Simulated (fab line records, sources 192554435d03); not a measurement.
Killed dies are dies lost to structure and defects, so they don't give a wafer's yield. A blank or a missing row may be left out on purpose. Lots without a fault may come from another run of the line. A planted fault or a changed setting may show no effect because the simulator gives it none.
Chamber matching | flow n5_finfet | N5_HKMG_FIN_STRIP_90 on rie_diel-06: 4 sister chambers
The step strips SOC in N2/H2, time 20 s. 4 wafers are shown with their chamber, then 7 later ones without.

WAFERS WITH THEIR CHAMBER
wafer  | chamber | drypump_motor_current_A (A)
L086.2 | 2       | 5.6
L086.3 | 1       | 6.5
L086.4 | 3       | 6.6
L086.5 | 0       | 5.9

WAFERS WITHOUT THEIR CHAMBER
wafer  | drypump_motor_current_A (A)
L086.6 | 6.4
L090.2 | 6.6
L090.3 | 6.5
L090.6 | 5.9
L096.1 | 5.6
L096.3 | 6.6
L096.6 | 5.6

WHICH CHAMBER EACH WENT THROUGH
wafer  | from the rows above | in truth
L086.6 | 1                   | 1
L090.2 | 3                   | 3
L090.3 | 1                   | 1
L090.6 | 0                   | 0
L096.1 | 2                   | 2
L096.3 | 3                   | 3
L096.6 | 2                   | 2
Placed correctly: 7 of 7. Can't be placed from these rows: 0. Placed wrongly: 0.
How it was worked out, from the rows above alone: a wafer's distance from a chamber is the root of the sum, over the readings, of the square of ((its reading less the chamber's mean) divided by the reading's scatter). The wafer belongs to the nearest chamber; if the next one is less than 2 further off, it can't be placed. A chamber's mean is the mean of its shown wafers. The scatter: with one shown wafer a chamber, the root of the mean of the squares of how far each hidden wafer lies from its nearest shown one.
